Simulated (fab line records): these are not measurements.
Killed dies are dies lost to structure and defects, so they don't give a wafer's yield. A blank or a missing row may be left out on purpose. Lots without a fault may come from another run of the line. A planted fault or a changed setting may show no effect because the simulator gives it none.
Which tool did it?    flow n5Finfet    24 lots, 72 wafers sampled, at 5 steps of a route of 1938

## WHAT THE GAUGES SHOWED, per wafer
N5_BEOL_M5_OVL_MEAS_29.
lot   measured      on          V4_OVL (nm)
L074  day 9 11:58   overlay-01  -1.4 -0.4 -0.6
L075  day 9 17:42   overlay-02  -0.3 0.3 -0.2
L076  day 9 18:01   overlay-02  0.5 1.5 1.1
L077  day 10 04:22  overlay-02  -0.1 0.3 0.3
L078  day 10 08:10  overlay-02  0.0 -0.5 -0.5
L079  day 11 03:38  overlay-01  -0.6 0.1 0.8
L080  day 11 03:29  overlay-01  0.7 -1.1 0.2
L081  day 11 06:53  overlay-01  -0.9 0.0 0.0
L082  day 11 11:15  overlay-01  0.5 -0.6 -0.8
L083  day 11 13:36  overlay-01  -1.0 -1.0 -0.6
L084  day 11 17:11  overlay-01  -0.8 -0.3 -0.1
L087  day 12 06:35  overlay-02  -0.6 -0.1 0.0
L085  day 12 15:35  overlay-02  0.7 0.0 -0.7
L086  day 12 21:50  overlay-01  -0.9 -0.8 -0.6
L089  day 13 02:31  overlay-01  0.3 -0.9 -0.6
L088  day 13 02:41  overlay-02  0.4 0.5 0.4
L091  day 13 08:19  overlay-01  -0.1 0.4 0.6
L092  day 13 10:47  overlay-01  0.3 0.0 1.1
L090  day 13 22:41  overlay-01  0.1 -0.8 0.2
L095  day 14 11:42  overlay-01  0.4 -0.3 0.2
L093  day 14 11:16  overlay-02  -0.4 0.4 -0.5
L094  day 14 20:55  overlay-02  -0.5 0.6 -0.5
L096  day 15 11:58  overlay-02  -0.6 0.2 0.4
L097  day 15 15:47  overlay-01  0.2 0.6 0.7

## WHAT TOOL EACH LOT RAN ON (gives the tool, then ch and the chambers of the sampled wafers, and finally the start)
lot   N5_BEOL_M4_SPUTTER_48        N5_BEOL_M4_SPUTTER_79        N5_BEOL_M4_ANNEAL_91         N5_BEOL_M4_SPUTTER_94
L074  pvdSputter-03, day 9 03:25   pvdSputter-03, day 9 03:38   pvdSputter-03, day 9 04:35   pvdSputter-03, day 9 04:57
L075  pvdSputter-01, day 9 08:10   pvdSputter-01, day 9 08:24   pvdSputter-01, day 9 09:26   pvdSputter-01, day 9 09:50
L076  pvdSputter-02, day 9 11:04   pvdSputter-02, day 9 11:17   pvdSputter-02, day 9 12:15   pvdSputter-02, day 9 12:37
L077  pvdSputter-03, day 9 19:47   pvdSputter-03, day 9 20:01   pvdSputter-03, day 9 20:58   pvdSputter-03, day 9 21:20
L078  pvdSputter-02, day 10 00:17  pvdSputter-02, day 10 00:30  pvdSputter-02, day 10 01:28  pvdSputter-02, day 10 01:49
L079  pvdSputter-01, day 10 19:34  pvdSputter-01, day 10 19:47  pvdSputter-01, day 10 20:44  pvdSputter-01, day 10 21:06
L080  pvdSputter-02, day 10 19:44  pvdSputter-02, day 10 19:57  pvdSputter-02, day 10 20:55  pvdSputter-02, day 10 21:16
L081  pvdSputter-01, day 10 22:29  pvdSputter-01, day 10 22:43  pvdSputter-01, day 10 23:40  pvdSputter-01, day 11 00:02
L082  pvdSputter-03, day 11 02:18  pvdSputter-03, day 11 02:31  pvdSputter-03, day 11 03:29  pvdSputter-03, day 11 03:50
L083  pvdSputter-01, day 11 03:31  pvdSputter-01, day 11 03:44  pvdSputter-01, day 11 04:41  pvdSputter-01, day 11 05:03
L084  pvdSputter-01, day 11 09:51  pvdSputter-01, day 11 10:04  pvdSputter-01, day 11 11:02  pvdSputter-01, day 11 11:23
L087  pvdSputter-03, day 11 18:53  pvdSputter-03, day 11 19:06  pvdSputter-03, day 11 20:04  pvdSputter-03, day 11 20:25
L085  pvdSputter-01, day 12 08:44  pvdSputter-01, day 12 08:58  pvdSputter-01, day 12 09:55  pvdSputter-01, day 12 10:17
L086  pvdSputter-03, day 12 14:10  pvdSputter-03, day 12 14:23  pvdSputter-03, day 12 15:21  pvdSputter-03, day 12 15:43
L089  pvdSputter-03, day 12 17:28  pvdSputter-03, day 12 17:41  pvdSputter-03, day 12 18:39  pvdSputter-03, day 12 19:01
L088  pvdSputter-01, day 12 18:07  pvdSputter-01, day 12 18:20  pvdSputter-01, day 12 19:18  pvdSputter-01, day 12 19:40
L091  pvdSputter-02, day 13 00:59  pvdSputter-02, day 13 01:12  pvdSputter-02, day 13 02:10  pvdSputter-02, day 13 02:31
L092  pvdSputter-02, day 13 03:10  pvdSputter-02, day 13 03:23  pvdSputter-02, day 13 04:20  pvdSputter-02, day 13 04:42
L090  pvdSputter-03, day 13 10:09  pvdSputter-03, day 13 10:22  pvdSputter-03, day 13 11:20  pvdSputter-03, day 13 11:41
L095  pvdSputter-01, day 14 01:05  pvdSputter-01, day 14 01:18  pvdSputter-01, day 14 02:16  pvdSputter-01, day 14 02:37
L093  pvdSputter-03, day 14 02:33  pvdSputter-03, day 14 02:46  pvdSputter-03, day 14 03:44  pvdSputter-03, day 14 04:05
L094  pvdSputter-01, day 14 14:05  pvdSputter-01, day 14 14:19  pvdSputter-01, day 14 15:16  pvdSputter-01, day 14 15:38
L096  pvdSputter-03, day 15 03:50  pvdSputter-03, day 15 04:03  pvdSputter-03, day 15 05:01  pvdSputter-03, day 15 05:22
L097  pvdSputter-02, day 15 08:26  pvdSputter-02, day 15 08:39  pvdSputter-02, day 15 09:37  pvdSputter-02, day 15 09:58
- N5_BEOL_M4_SPUTTER_48: material Cu, target thk 4.5 nm, time 8.29 s.
- N5_BEOL_M4_SPUTTER_79: material Cu, target thk 4.5 nm, time 8.29 s.
- N5_BEOL_M4_ANNEAL_91: time 240 s.
- N5_BEOL_M4_SPUTTER_94: material Cu, target thk 4.5 nm, time 8.29 s.

## AS READ BY THE TOOLS THEMSELVES (means over the sampled wafers that have a number; for cases with no such wafer, the mark the record gives instead)
N5_BEOL_M4_SPUTTER_48.
lot   tool           substrateTempC (C)  throttleValvePct (%)
L074  pvdSputter-03  -20.03              30.4
L075  pvdSputter-01  -20.11              30.1
L076  pvdSputter-02  -20.05              30.0
L077  pvdSputter-03  -20.09              29.5
L078  pvdSputter-02  -19.91              30.0
L079  pvdSputter-01  -20.09              30.4
L080  pvdSputter-02  -19.93              29.6
L081  pvdSputter-01  -20.08              30.5
L082  pvdSputter-03  -20.09              30.7
L083  pvdSputter-01  -19.99              30.3
L084  pvdSputter-01  -19.91              29.6
L087  pvdSputter-03  -19.86              29.2
L085  pvdSputter-01  -19.89              30.8
L086  pvdSputter-03  -20.05              29.4
L089  pvdSputter-03  -20.16              29.9
L088  pvdSputter-01  -19.92              29.2
L091  pvdSputter-02  -19.95              30.2
L092  pvdSputter-02  -20.05              30.1
L090  pvdSputter-03  -19.97              29.1
L095  pvdSputter-01  -20.02              30.2
L093  pvdSputter-03  -19.94              30.4
L094  pvdSputter-01  -19.93              31.0
L096  pvdSputter-03  -19.98              29.7
L097  pvdSputter-02  -20.05              30.7

N5_BEOL_M4_SPUTTER_79.
lot   tool           substrateTempC (C)  throttleValvePct (%)
L074  pvdSputter-03  -19.95              30.4
L075  pvdSputter-01  -19.89              30.0
L076  pvdSputter-02  -19.97              30.1
L077  pvdSputter-03  -19.91              29.5
L078  pvdSputter-02  -19.95              30.2
L079  pvdSputter-01  -19.98              30.4
L080  pvdSputter-02  -19.96              29.8
L081  pvdSputter-01  -20.08              30.5
L082  pvdSputter-03  -19.94              30.7
L083  pvdSputter-01  -20.11              30.3
L084  pvdSputter-01  -20.06              29.5
L087  pvdSputter-03  -19.98              29.3
L085  pvdSputter-01  -20.08              30.8
L086  pvdSputter-03  -20.10              29.4
L089  pvdSputter-03  -20.01              30.2
L088  pvdSputter-01  -19.88              29.2
L091  pvdSputter-02  -19.98              30.0
L092  pvdSputter-02  -19.96              30.2
L090  pvdSputter-03  -20.10              29.0
L095  pvdSputter-01  -19.88              30.3
L093  pvdSputter-03  -19.99              30.4
L094  pvdSputter-01  -19.98              31.1
L096  pvdSputter-03  -19.94              29.8
L097  pvdSputter-02  -19.97              30.7

N5_BEOL_M4_ANNEAL_91.
lot   tool           heaterPowerW (W)
L074  pvdSputter-03  788
L075  pvdSputter-01  895
L076  pvdSputter-02  827
L077  pvdSputter-03  830
L078  pvdSputter-02  835
L079  pvdSputter-01  872
L080  pvdSputter-02  952
L081  pvdSputter-01  876
L082  pvdSputter-03  775
L083  pvdSputter-01  892
L084  pvdSputter-01  921
L087  pvdSputter-03  859
L085  pvdSputter-01  848
L086  pvdSputter-03  840
L089  pvdSputter-03  812
L088  pvdSputter-01  962
L091  pvdSputter-02  826
L092  pvdSputter-02  827
L090  pvdSputter-03  867
L095  pvdSputter-01  888
L093  pvdSputter-03  771
L094  pvdSputter-01  849
L096  pvdSputter-03  819
L097  pvdSputter-02  731

N5_BEOL_M4_SPUTTER_94.
lot   tool           substrateTempC (C)  throttleValvePct (%)
L074  pvdSputter-03  -20.02              30.5
L075  pvdSputter-01  -20.00              30.0
L076  pvdSputter-02  -20.01              30.2
L077  pvdSputter-03  -20.07              29.5
L078  pvdSputter-02  -20.02              30.3
L079  pvdSputter-01  -20.08              30.3
L080  pvdSputter-02  -20.05              29.6
L081  pvdSputter-01  -20.06              30.5
L082  pvdSputter-03  -20.08              30.6
L083  pvdSputter-01  -20.13              30.4
L084  pvdSputter-01  -20.01              29.7
L087  pvdSputter-03  -19.94              29.4
L085  pvdSputter-01  -20.11              30.9
L086  pvdSputter-03  -20.02              29.3
L089  pvdSputter-03  -20.05              30.0
L088  pvdSputter-01  -19.97              29.3
L091  pvdSputter-02  -20.04              30.0
L092  pvdSputter-02  -19.94              30.1
L090  pvdSputter-03  -19.95              29.0
L095  pvdSputter-01  -19.93              30.2
L093  pvdSputter-03  -20.07              30.3
L094  pvdSputter-01  -19.94              31.2
L096  pvdSputter-03  -20.01              29.7
L097  pvdSputter-02  -19.87              30.7

## THE ANSWER, worked out from the rows above alone
Rule: usual is defined by the lots themselves. Put in order of their means at a reading, lots are off if they are a third of the lots or fewer, leave a main group of 4 or more, and stand apart from it by a gap of 3 or more times the standard deviation of the main group's means; of several such gaps the widest counts. A main group whose means are all the same, to the digits that the tables above print for the reading, isn't used. A lot without any number at a reading at which 4 lots or more have one is off too. Any other lot the step has rows for is counted as sound. The gauges are gone through in route order, then the tools' own readings, and for those a lot's mean is taken as printed above. At the first step where some lot is off, the reading lying furthest off is the one used; lots without a number count as furthest.
Across all readings shown, no lot is off: no conclusion can be drawn from this.

## WHAT HAD BEEN PUT IN BY THE SIMULATOR
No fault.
